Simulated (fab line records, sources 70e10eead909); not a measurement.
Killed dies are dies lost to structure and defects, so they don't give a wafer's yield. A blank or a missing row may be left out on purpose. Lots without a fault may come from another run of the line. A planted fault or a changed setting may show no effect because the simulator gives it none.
A struck lot beside a sound one | flow nand_harc | 17 steps out of a route of 1302
Sound: wafers L284.1, L284.5, L284.6. Struck: wafers L294.1, L294.5. (L294.2 of the same lot was not struck and is left out.) The cause comes at the end.
At each step with rows: each side's tool, then ch and its chambers, then its first start. Under that, the readings that differ: sound wafers | struck wafers | difference of the means | sigmas: that difference in standard deviations of wafers without a fault.
alike: readings whose means differ by less than 2 such deviations, and words and numbers that are the same on both sides. not compared: withheld readings, readings that some wafer has no value for, bounds like >300 that may hide the same value, and numbers for which the record gives no deviation and whose values overlap.
The two part at a step that has a row with sigmas, a row that says differs or no value, or rows on one side only. Numbers that don't overlap but have no deviation are shown without sigmas and don't part them. A reading that every wafer of one side lacks parts them only if that side has two wafers or more.

NHARC_A_M1_INSPECT_11:
  sound on defect_inspect-01, day 24 05:12; struck on defect_inspect-02, day 28 22:32
  reading          | sound       | struck | difference | sigmas
  raw_defect_count | 157 135 158 | 49 54  | -98        | -2
then, 3 steps without rows for these wafers: NHARC_A_M1_DESCUM_14 (chemistry O2, time 3 s); NHARC_A_M1_ETCH_35 (etches the open film in N2/H2, target depth 40 nm, overetch 12 nm, time 43.94 s); NHARC_A_M1_ETCH_15 (etches the open film in C4F8/Ar, target depth 182.5 nm, time 91.2 s).
NHARC_A_M1_CD_MEAS_16:
  sound on cd_sem-03, day 24 05:37; struck on cd_sem-01, day 28 22:54
  alike: cd_nm
then, 1 step without rows for these wafers: NHARC_A_M1_STRIP_18 (strips in N2/H2).
NHARC_A_M1_ETCH_28: etches the open film in CF4/N2, target depth 30 nm, time 72.99 s.
  sound on rie_diel-11 ch 0,2,3; struck on rie_diel-11 ch 0,2
  alike: cf4_flow_sccm, drypump_motor_current_A, oes_product_au, rf_vpp_V, showerhead_plenum_p_Torr, throttle_valve_pct
  not compared: rf_hours_counter_h
then, 1 step without rows for these wafers: NHARC_A_M1_STRIP_19 (strips in post etch residue remover, time 600 s).
NHARC_A_M1_DEGAS_29: time 60 s.
  sound on pvd_sputter-03, day 24 06:20; struck on pvd_sputter-03, day 28 23:37
  alike: heater_power_w
NHARC_A_M1_PRE_CLEAN_30: time 30 s.
  sound on pvd_sputter-03; struck on pvd_sputter-03
  alike: heater_power_w
then, 1 step without rows for these wafers: NHARC_A_M1_PVD_20 (deposits TaN, target thk 5 nm, time 8.06 s).
NHARC_A_M1_PVD_21: deposits Cu, target thk 30 nm, time 20.49 s.
  sound on pvd_sputter-03; struck on pvd_sputter-03
  alike: throttle_valve_pct
NHARC_A_M1_ECD_22: material Cu, target thk 400 nm.
  sound on ecd_cu-02 ch 0,1, day 24 06:44; struck on ecd_cu-02 ch 0,1, day 28 23:59
NHARC_A_M1_ANNEAL_31: time 90 s.
  sound on rtp_anneal-01 ch 0, day 24 07:11; struck on rtp_anneal-02 ch 0, day 29 00:21
  alike: wafer_temp_C_max
NHARC_A_M1_CMP_23: polishes, t overpolish 20 s, target thk 154.34 nm.
  sound on cmp-04 ch 0,3, day 24 07:32; struck on cmp-03 ch 1, day 29 00:44
  reading                | sound    | struck | difference | sigmas
  time_to_endpoint_s (s) | 29 28 31 | 52 51  | +22        | +6
  alike: motor_current_A
NHARC_A_M1_THK_MEAS_24: measures by xrf.
  sound on film_metro-02, day 24 07:51; struck on film_metro-01, day 29 01:01
  alike: thk_nm
NHARC_END_SORT_01:
  sound on prober-02 ch 0, day 25 13:16; struck on prober-01 ch 0, day 30 07:20
  alike: defect_limited_yield, killed_at_array, killed_at_other, killed_at_periphery, killed_dies, killed_open, killed_short

WHERE THEY PART
First at NHARC_A_M1_INSPECT_11; last, within this record, at NHARC_A_M1_CMP_23. Later steps at which nothing parts them and some readings are alike: NHARC_A_M1_THK_MEAS_24, NHARC_END_SORT_01.

WHY: what the simulator had put in
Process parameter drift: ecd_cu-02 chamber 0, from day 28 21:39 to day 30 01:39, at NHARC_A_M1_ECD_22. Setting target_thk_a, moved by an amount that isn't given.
